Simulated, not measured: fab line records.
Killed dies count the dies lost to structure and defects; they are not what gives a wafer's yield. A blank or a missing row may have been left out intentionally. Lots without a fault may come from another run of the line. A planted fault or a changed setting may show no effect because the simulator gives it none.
Matching of chambers -- flow n5 finfet -- ald sin-04 running N5_GATE_CUT_ALD_22: 4 sister chambers
The step deposits SiNx, target thk 16 nm, pulse time 1 s, ald cycles 320. 4 wafers are shown with their chamber, then 9 later ones without.

== WAFERS, EACH WITH ITS CHAMBER ==
wafer,chamber,heater power w (W)
L085.3,2,887
L087.1,3,802
L087.4,1,778
L087.6,0,813

== WAFERS WITH NO CHAMBER GIVEN ==
wafer,heater power w (W)
L089.2,887
L089.5,792
L089.6,806
L091.4,754
L091.5,892
L091.6,760
L096.3,801
L096.5,772
L096.6,885

== CHAMBER TAKEN BY EACH ==
wafer,from the rows above,in truth
L089.2,2,2
L089.5,can't be placed: 3 or 1 or 0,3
L089.6,can't be placed: 3 or 0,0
L091.4,1,1
L091.5,2,2
L091.6,1,1
L096.3,can't be placed: 3 or 0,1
L096.5,1,1
L096.6,2,2
Correct placement for 6 of the 9. Can't be placed from these rows: 3 (the true chamber is among the candidates in 2). 0 placed wrongly.
How it was worked out, from the rows above alone: a wafer's distance from a chamber is the root of the sum, over the readings, of the square of ((its reading less the chamber's mean) divided by the reading's scatter). The wafer belongs to the nearest chamber; if the next one is less than 2 further off, it can't be placed. A chamber's mean is the mean of its shown wafers. The scatter: root of mean squared gap, hidden wafer to nearest shown wafer, with one shown wafer a chamber.
